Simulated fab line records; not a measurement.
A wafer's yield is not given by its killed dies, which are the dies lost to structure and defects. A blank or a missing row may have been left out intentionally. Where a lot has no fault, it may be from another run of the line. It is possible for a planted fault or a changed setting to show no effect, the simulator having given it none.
Chamber matching -- flow nandHarc -- aldHk-02 running NHARC_A_CHANNEL_FILL_D1_ALD_14: 4 sister chambers
The step deposits SiO2, target thk 2.5 nm, pulse time 10 s, ald cycles 25. 14 wafers are shown with their chamber, then 7 later ones without.

== WAFERS WITH THEIR CHAMBER ==
wafer,chamber,heaterPowerOuterW (W),heaterPowerW (W),precursorPulseHeightRel
L789.1,1,231,400,1.011
L789.2,0,252,415,1.009
L789.5,2,222,406,0.965
L794.1,2,226,415,0.984
L794.4,0,246,427,1.055
L794.6,3,276,454,1.027
L798.3,0,251,425,1.014
L798.4,3,273,473,0.976
L798.5,0,250,427,0.998
L801.1,1,227,405,0.986
L801.2,0,256,425,0.976
L801.5,0,247,436,0.991
L810.1,1,241,423,0.973
L810.2,2,226,434,1.019

SIGNATURES (averages over the wafers above)
reading,chamber 0,chamber 1,chamber 2,chamber 3,scatter within a chamber
heaterPowerOuterW,250.33,233.00,224.67,274.50,4.3
heaterPowerW,425.83,409.33,418.33,463.50,10.5
precursorPulseHeightRel,1.00717,0.99000,0.98933,1.00150,0.0268
Rule: distance of a wafer from a chamber = root of the sum over the readings of ((wafer's reading minus chamber's mean) / reading's scatter) squared. If the next closest chamber is less than 2 further off than the closest, the wafer can't be placed; otherwise it belongs to the closest. The scatter is the square root of a quotient: the sum, over the shown wafers, of each reading's squared deviation from its chamber's mean, divided by wafers minus chambers.

== WAFERS WHOSE CHAMBER IS MISSING ==
wafer,heaterPowerOuterW (W),heaterPowerW (W),precursorPulseHeightRel
L810.5,280,489,0.959
L811.3,241,408,0.977
L811.5,232,427,1.040
L811.6,239,409,1.014
L812.1,237,416,1.012
L812.3,283,488,1.014
L812.6,234,418,1.006

== THE CHAMBER EACH PASSED THROUGH ==
wafer,from the rows above,in truth
L810.5,3,3
L811.3,can't be placed: 1 or 0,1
L811.5,can't be placed: 1 or 2 or 0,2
L811.6,can't be placed: 1 or 0 or 2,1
L812.1,can't be placed: 1 or 2 or 0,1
L812.3,3,3
L812.6,can't be placed: 1 or 2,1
Placed correctly: 2 of 7. Not placeable from these rows: 5 (in 5, the candidates include the true chamber). Placed wrongly: 0.
